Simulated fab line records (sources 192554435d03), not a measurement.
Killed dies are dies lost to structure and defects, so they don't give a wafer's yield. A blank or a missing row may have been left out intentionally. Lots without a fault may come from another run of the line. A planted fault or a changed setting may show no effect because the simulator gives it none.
Split-lot trial + flow n5 finfet + 21 wafers read across 7 lots, on a route 1938 steps long

## ON THE SPLIT
At N5_BEOL_M3_TRENCH_ETCH_37 (etches SiOC in C4F6/O2, target depth 55.555 nm, time 29.2 s), the setting source w was moved away from the recipe's 355 W on 5 of the 21 wafers read, by -14.9% to +16.0%. All remaining wafers had this setting at the recipe value.

## FROM THE SPLIT TO THE READING: what the file shows between them, 2 steps
- N5_BEOL_M3_ETCH_41: etches SiCN in CH3F/O2, target depth 29.9 nm, time 52.5 s
- N5_BEOL_M3_STRIP_97: strips in N2/H2, time 10 s

## THE READING
trench depth nm, in nm, at N5_BEOL_M3_OCD_MEAS_38. Typical for fault-free wafers on this fab line: 55.9 nm, with standard deviation 0.88 nm.

| wafer  | tool, chamber at the split | source w as run, W | against the recipe | trench depth nm, nm | against lot-mates on the recipe |
|--------|----------------------------|--------------------|--------------------|---------------------|---------------------------------|
| L075.3 | rie diel-04, 2             | 355                | recipe             | 56.2                | -                               |
| L075.4 | rie diel-04, 3             | 355                | recipe             | 55.9                | -                               |
| L075.6 | rie diel-04, 2             | 355                | recipe             | 56.0                | -                               |
| L081.2 | rie diel-04, 2             | 355                | recipe             | 55.5                | -                               |
| L081.3 | rie diel-04, 1             | 411.8              | +16.0%             | 60.4                | +4.4                            |
| L081.4 | rie diel-04, 1             | 355                | recipe             | 56.4                | -                               |
| L083.2 | rie diel-04, 3             | 313.7              | -11.6%             | 53.1                | -2.9                            |
| L083.3 | rie diel-04, 1             | 355                | recipe             | 57.1                | -                               |
| L083.5 | rie diel-04, 3             | 355                | recipe             | 55.0                | -                               |
| L087.1 | rie diel-03, 0             | 355                | recipe             | 56.2                | -                               |
| L087.2 | rie diel-03, 1             | 355                | recipe             | 55.4                | -                               |
| L087.5 | rie diel-03, 0             | 355                | recipe             | 55.8                | -                               |
| L089.2 | rie diel-04, 3             | 355                | recipe             | 55.0                | -                               |
| L089.3 | rie diel-04, 1             | 355                | recipe             | 56.5                | -                               |
| L089.4 | rie diel-04, 1             | 331.2              | -6.7%              | 55.1                | -0.6                            |
| L091.3 | rie diel-01, 0             | 355                | recipe             | 57.1                | -                               |
| L091.5 | rie diel-01, 0             | 355                | recipe             | 56.7                | -                               |
| L091.6 | rie diel-01, 3             | 355                | recipe             | 56.4                | -                               |
| L097.3 | rie diel-04, 2             | 355                | recipe             | 56.4                | -                               |
| L097.4 | rie diel-04, 1             | 302.1              | -14.9%             | 52.8                | -3.6                            |
| L097.5 | rie diel-04, 0             | 302.1              | -14.9%             | 51.6                | -4.8                            |

THE FIT
A straight line over all 21 wafers: trench depth nm changes by +0.259 nm for each +1% of source w; r = +0.94; the points scatter about the line by 0.63 nm.
The same after taking each lot's own level away (the mean of its wafers on the recipe; 21 wafers): +0.269 nm for each +1%; r = +0.95; scatter 0.58 nm.
Per that fit: largest source w move, reading shift of 4.3 nm.
Measured against the standard deviation above, the lots' own levels, which go from 55.75 to 56.73 nm, span 1.1 times it.
So the lot-to-lot level changes the slope little: the two slopes agree.
Check: for one of the wafers moved furthest among these (+16.0%), held out of the fit, the line's prediction against its lot-mates is +4.29 nm. It came out at +4.45 nm against them.
Tool readings at the split's step, against how far the setting was moved: rf vpp V r = -0.94.

## ADDITIONAL SPLITS CARRIED BY THESE WAFERS
Other splits were also applied to these wafers ahead of the reading. Each is held against what the fit with the lots' levels taken away leaves over:
| other split on the same wafers   | wafers away from the commonest value | r with trench depth nm (lot level and that fit taken away) |
|----------------------------------|--------------------------------------|------------------------------------------------------------|
| N5_BEOL_M0_SAQP_COAT_08 spin rpm | 8                                    | -0.34                                                      |
| N5_BEOL_M0_ETCH_109 bias w       | 12                                   | -0.37                                                      |
| N5_BEOL_M2_DESCUM_16 time s      | 9                                    | +0.30                                                      |
| N5_BEOL_M2_ETCH_70 bias w        | 8                                    | +0.09                                                      |
| N5_BEOL_M2_TRENCH_ETCH_37 bias w | 8                                    | -0.10                                                      |

## THE WHOLE CHAIN: every reading that the file lists as answering this split, in the file's order
| step                      | what it does                                                | reading                                                                   | change (the file's fit)               | r (the file's) |
|---------------------------|-------------------------------------------------------------|---------------------------------------------------------------------------|---------------------------------------|----------------|
| N5_BEOL_M3_TRENCH_ETCH_37 | etches SiOC in C4F6/O2, target depth 55.555 nm, time 29.2 s | rf vpp V                                                                  | -3.54 V for each +1% of the setting   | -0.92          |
| N5_BEOL_M3_TRENCH_ETCH_37 | etches SiOC in C4F6/O2, target depth 55.555 nm, time 29.2 s | etch.depth nm (the simulator's own value, which no gauge read)            | +0.257 nm for each +1% of the setting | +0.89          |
| N5_BEOL_M3_TRENCH_ETCH_37 | etches SiOC in C4F6/O2, target depth 55.555 nm, time 29.2 s | BEOL_M3.feature depth nm (the simulator's own value, which no gauge read) | +0.256 nm for each +1% of the setting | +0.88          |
| N5_BEOL_M3_OCD_MEAS_38    |                                                             | trench depth nm                                                           | +0.264 nm for each +1% of the setting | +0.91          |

## THE FILE'S OWN FIT
trench depth nm changes by +0.264 nm for each +1% of source w, r = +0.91.
